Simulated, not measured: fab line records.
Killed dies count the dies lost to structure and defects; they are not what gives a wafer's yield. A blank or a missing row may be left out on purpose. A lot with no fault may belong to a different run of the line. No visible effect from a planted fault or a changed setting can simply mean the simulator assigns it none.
Chamber matching / flow nandHarc / NHARC_A_ZERO_WELL_ETCH_13 on rieSi-03: 4 sister chambers
The step etches the open film in HBr/Cl2, target depth 120 nm, time 40.1 s. 4 wafers are shown with their chamber, then 7 later ones without.

== WAFERS, EACH WITH ITS CHAMBER ==
wafer=L223.1; chamber=1; drypumpMotorCurrentA (A)=6.3
wafer=L223.3; chamber=0; drypumpMotorCurrentA (A)=6.0
wafer=L225.1; chamber=3; drypumpMotorCurrentA (A)=5.7
wafer=L225.2; chamber=2; drypumpMotorCurrentA (A)=6.2

== WAFERS WITHOUT THEIR CHAMBER ==
wafer=L225.3; drypumpMotorCurrentA (A)=6.2
wafer=L227.1; drypumpMotorCurrentA (A)=5.8
wafer=L227.4; drypumpMotorCurrentA (A)=6.2
wafer=L227.5; drypumpMotorCurrentA (A)=5.7
wafer=L229.1; drypumpMotorCurrentA (A)=6.0
wafer=L229.3; drypumpMotorCurrentA (A)=6.2
wafer=L229.5; drypumpMotorCurrentA (A)=6.3

== EACH ONE'S CHAMBER ==
wafer=L225.3; from the rows above=2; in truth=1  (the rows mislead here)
wafer=L227.1; from the rows above=3; in truth=3
wafer=L227.4; from the rows above=2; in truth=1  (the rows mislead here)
wafer=L227.5; from the rows above=3; in truth=3
wafer=L229.1; from the rows above=0; in truth=0
wafer=L229.3; from the rows above=2; in truth=2
wafer=L229.5; from the rows above=1; in truth=1
Correctly placed: 5 of 7. Can't be placed from these rows: 0. Wrongly placed: 2.
How it was worked out, from the rows above alone: a wafer's distance from a chamber is the root of the sum, over the readings, of the square of ((its reading less the chamber's mean) divided by the reading's scatter). The wafer belongs to the nearest chamber; if the next one is less than 2 further off, it can't be placed. The mean given for a chamber averages the wafers shown for that chamber. The scatter: with one shown wafer a chamber, the root of the mean of the squares of how far each hidden wafer lies from its nearest shown one.
